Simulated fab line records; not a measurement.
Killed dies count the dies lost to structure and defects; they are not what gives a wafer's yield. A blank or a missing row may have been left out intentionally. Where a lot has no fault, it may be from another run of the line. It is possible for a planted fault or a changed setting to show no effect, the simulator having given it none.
A struck lot beside a sound one + flow n5 finfet + 38 steps out of a route of 1938
Sound: wafers L439.2, L439.4, L439.6. Struck: wafer L434.2. (L434.1, L434.4 of the same lot were not struck and are left out.) The cause comes at the end.
Per side, at each step with rows, come the tool, then ch with its chambers, and then its first start. Under that, the readings that differ: sound wafers + struck wafers + difference of the means + sigmas: that difference in standard deviations of wafers without a fault.
alike: same words and numbers on both sides, and readings whose means sit less than 2 such deviations apart. not compared: any withheld reading, any reading some wafer has no value for, any bound like >300 that may hide the same value, and any number with overlapping values for which the record gives no deviation.
The two part at a step that has a row with sigmas, a row that says differs or no value, or rows on one side only. Numbers that have no deviation but don't overlap get no sigmas and don't part them. A reading missing from all wafers of one side parts the sides only when that side holds two or more wafers.

first, 9 steps without rows for these wafers: N5_BEOL_M7_DESCUM_33 (chemistry O2, time 7 s); N5_BEOL_M7_ETCH_72 (etches underlayer in N2/H2, target depth 6.5 nm, time 5.2 s); N5_BEOL_M7_ETCH_65 (etches SiARC in CF4, target depth 15.6 nm, time 26 s); N5_BEOL_M7_ETCH_66 (etches SOC in N2/H2, target depth 80 nm, overetch 16 nm, time 120 s); N5_BEOL_M7_STRIP_69 (strips in N2/H2); N5_BEOL_M7_STRIP_73 (strips in N2/H2); N5_BEOL_M7_VIA_ETCH_34 (etches SiCOH lowk in C4F6/O2, target depth 125.5 nm, time 50.5 s); N5_BEOL_M7_STRIP_76 (strips in C4F6/O2); N5_BEOL_M7_STRIP_36 (strips in N2/H2).
N5_BEOL_M7_TRENCH_ETCH_37: etches SiCOH lowk in C4F6/O2, target depth 93.478 nm, time 31.2 s.
  sound on rie diel-05 ch 0,2,3, day 15 21:38; struck on rie diel-03 ch 0, day 14 00:30
| reading                             | sound             | struck | difference | sigmas |
|-------------------------------------|-------------------|--------|------------|--------|
| bias w (W)                          | 184.8 184.6 184.7 | 233.2  | +48.5      | +87    |
| rf vpp V (V)                        | 650 675 658       | 813    | +152       | +11    |
| model.etch.depth nm (nm)            | 94.31 91.49 93.94 | 101.3  | +8.1       |        |
| model.BEOL_M7.feature depth nm (nm) | 94.4 91.4 94      | 101.2  | +7.9       |        |
  alike: drypump motor current A, oes_ar_750_au, oes product au, showerhead plenum p Torr, throttle valve pct
  not compared: rf hours counter h, model.TiN_of_BEOL_M7_HM_DEP_02.thk nm
then, 2 steps without rows for these wafers: N5_BEOL_M7_ETCH_41 (etches SiCN in CH3F/O2, target depth 31.9 nm, time 57.8 s); N5_BEOL_M7_STRIP_80 (strips in N2/H2, time 10 s).
N5_BEOL_M7_OCD_MEAS_38:
  struck on ocd-01, day 14 00:40; sound on ocd-01, day 15 21:48
| reading              | sound          | struck | difference | sigmas |
|----------------------|----------------|--------|------------|--------|
| trench depth nm (nm) | 94.5 91.5 94.1 | 101.1  | +7.7       | +4     |
then, 13 steps without rows for these wafers: N5_BEOL_M7_HM_STRIP_39 (strips TiN in peroxide tin strip, target depth 25 nm, time 158 s); N5_BEOL_M7_SRD_40 (time 30 s); N5_BEOL_M7_PRECLEAN_42 (cleans in residue remover, time 60 s); N5_BEOL_M7_SRD_43 (time 30 s); N5_BEOL_M7_CURE_75 (cures SiCOH lowk, time 120 s); N5_BEOL_M7_DEGAS_44 (time 60 s); N5_BEOL_M7_PRE_CLEAN_45 (time 30 s); N5_BEOL_M7_ALD_77 (deposits TaN, target thk 2 nm, pulse time 2 s, purge time 3 s); N5_BEOL_M7_SURFACE_TREAT_79; N5_BEOL_M7_CVD_78 (deposits Co from CCTBA/H2, target thk 2 nm, time 142.3 s); N5_BEOL_M7_SPUTTER_48 (material Cu, target thk 10 nm, time 1.667 s); N5_BEOL_M7_ECD_50 (material Cu, target thk 300 nm); N5_BEOL_M7_ANNEAL_51 (time 90 s).
N5_BEOL_M7_CMP_52: polishes, stops on SiCOH lowk, t overpolish 6.9 s, target thk 80 nm.
  sound on cmp-03 ch 0,1,2, day 16 00:19; struck on cmp-03 ch 1, day 14 03:07
| reading                                | sound             | struck | difference | sigmas |
|----------------------------------------|-------------------|--------|------------|--------|
| overpolish run s (s)                   | 6.917 6.908 6.908 | 6.890  | -0.021     | -2     |
| model.Cu_of_BEOL_M7_ECD_50.thk nm (nm) | 80.6 77.4 80.2    | 88.2   | +8.8       |        |
  alike: barrier field endpoint s, motor current A, time to endpoint s
N5_BEOL_M7_THK_MEAS_53: measures by xrf.
  struck on film metro-02, day 14 03:23; sound on film metro-01, day 16 00:32
| reading     | sound          | struck | difference | sigmas |
|-------------|----------------|--------|------------|--------|
| M7_THK (nm) | 80.1 77.0 79.7 | 88.8   | +9.9       | +4     |
then, 2 steps without rows for these wafers: N5_BEOL_M7_PRE_CLEAN_55 (time 15 s); N5_BEOL_M7_DEP_56 (deposits SiCN from 3MS/NH3, target thk 10 nm, time 17.5 s).
N5_BEOL_M7_RS_MEAS_57: the measuring method here is four-point-probe.
  struck on film metro-01, day 14 03:31; sound on film metro-02, day 16 00:40
| reading        | sound             | struck | difference | sigmas |
|----------------|-------------------|--------|------------|--------|
| M7_RS (ohm/sq) | 0.283 0.298 0.285 | 0.255  | -0.034     | -4     |
then, 5 steps without rows for these wafers: N5_BEOL_M8_ILD_DEP_00 (deposits SiCOH lowk from DEMS/porogen, target thk 179.75 nm, time 33.4 s); N5_BEOL_M8_CURE_74 (cures SiCOH lowk, time 240 s); N5_BEOL_M8_PECVD_70 (deposits SiO2 from TEOS/O2, target thk 20 nm, time 22.7 s); N5_BEOL_M8_HM_DEP_02 (deposits TiN, target thk 20 nm); N5_BEOL_M8_COAT_59 (time 60 s, resist thk 100 nm).
-- here the record skips 3 days between the struck wafers' starts before and after, leaving off in module BEOL_M8 and picking up in module BEOL_M15 (first step shown: number 1830 of the route) --
N5_BEOL_M15_RC_MEAS_101:
  sound on prober-02 ch 0, day 18 09:10; struck on prober-02 ch 0, day 16 22:58
| reading                    | sound             | struck | difference | sigmas |
|----------------------------|-------------------|--------|------------|--------|
| SERP_M13 (ohm/um)          | 0.317 0.311 0.316 | 0.296  | -0.019     | -3     |
| SERP_M13_max_site (ohm/um) | 0.321 0.314 0.319 | 0.299  | -0.019     | -3     |
  alike: etest temp c, COMB_M10, COMB_M11, COMB_M11_max_site, COMB_M12, COMB_M13, COMB_M14, COMB_M15, COMB_M5, COMB_M6, COMB_M7, COMB_M8, COMB_M9, SERP_M10, SERP_M11, SERP_M12, SERP_M14, SERP_M5, SERP_M6, SERP_M7, SERP_M8, SERP_M9
following that, these wafers have no rows for 1 step: N5_PASSIVATION_PROBE_49.

== WHERE THEY PART ==
Last at N5_BEOL_M15_RC_MEAS_101 as far as this record goes, first at N5_BEOL_M7_TRENCH_ETCH_37.

WHY: what had been put in by the simulator
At N5_BEOL_M7_TRENCH_ETCH_37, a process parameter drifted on rie diel-03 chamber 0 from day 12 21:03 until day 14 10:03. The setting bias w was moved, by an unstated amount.
